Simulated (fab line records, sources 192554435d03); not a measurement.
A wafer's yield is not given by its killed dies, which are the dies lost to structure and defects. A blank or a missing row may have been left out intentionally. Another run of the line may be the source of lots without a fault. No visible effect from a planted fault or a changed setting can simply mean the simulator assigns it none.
Which of the tools did it? ; flow n5_finfet ; 32 wafers sampled from 11 lots at 1 step of a route of 1938

== WHAT THE GAUGES READ, wafer by wafer ==
N5_DUMMY_GATE_INSPECT_27: inspects for defects (brightfield). Usual: raw_defect_count reads 328 (standard deviation 77).
lot;measured;on;raw_defect_count;flag
L322;day 3 12:48;defect_inspect-02;300 323 339;
L324;day 3 23:21;defect_inspect-02;203 345 254;
L326;day 4 12:27;defect_inspect-02;493 404 356;
L327;day 4 18:01;defect_inspect-01;303 390 263;
L328;day 5 00:13;defect_inspect-01;252 272 280;
L330;day 5 16:13;defect_inspect-02;232 273;
L335;day 6 18:38;defect_inspect-02;296 266 381;
L336;day 6 23:59;defect_inspect-02;243 276 319;
L338;day 7 12:23;defect_inspect-02;269 298 314;
L342;day 8 10:49;defect_inspect-02;240 239 317;
L343;day 8 17:30;defect_inspect-01;305 404 403;

== WHICH TOOL RAN EACH LOT (tool, then ch and the chambers of the sampled wafers, then the start) ==
The record shows no process step preceding these readings.

== AS READ BY THE TOOLS THEMSELVES (means over the sampled wafers that have a number; for cases with no such wafer, the mark the record gives instead) ==
The record holds no such reading with a usual standard deviation.

== THE ANSWER, worked out from the rows above alone ==
Rule: a lot counts as off when the mean over its wafers that have a number is more than 3 standard deviations away from the usual mean. Also off: a lot with no number at a reading for which 4 or more lots have one. Any other lot the step has rows for is counted as sound. After the gauges, taken in route order, come the tools' own readings; for these a lot's mean is taken, as printed above. At the first step where some lot is off, the reading lying furthest off is the one used; lots without a number count as furthest.
No lot is off on any of the readings shown, so nothing can be concluded from this.

== WHAT HAD BEEN PUT IN BY THE SIMULATOR ==
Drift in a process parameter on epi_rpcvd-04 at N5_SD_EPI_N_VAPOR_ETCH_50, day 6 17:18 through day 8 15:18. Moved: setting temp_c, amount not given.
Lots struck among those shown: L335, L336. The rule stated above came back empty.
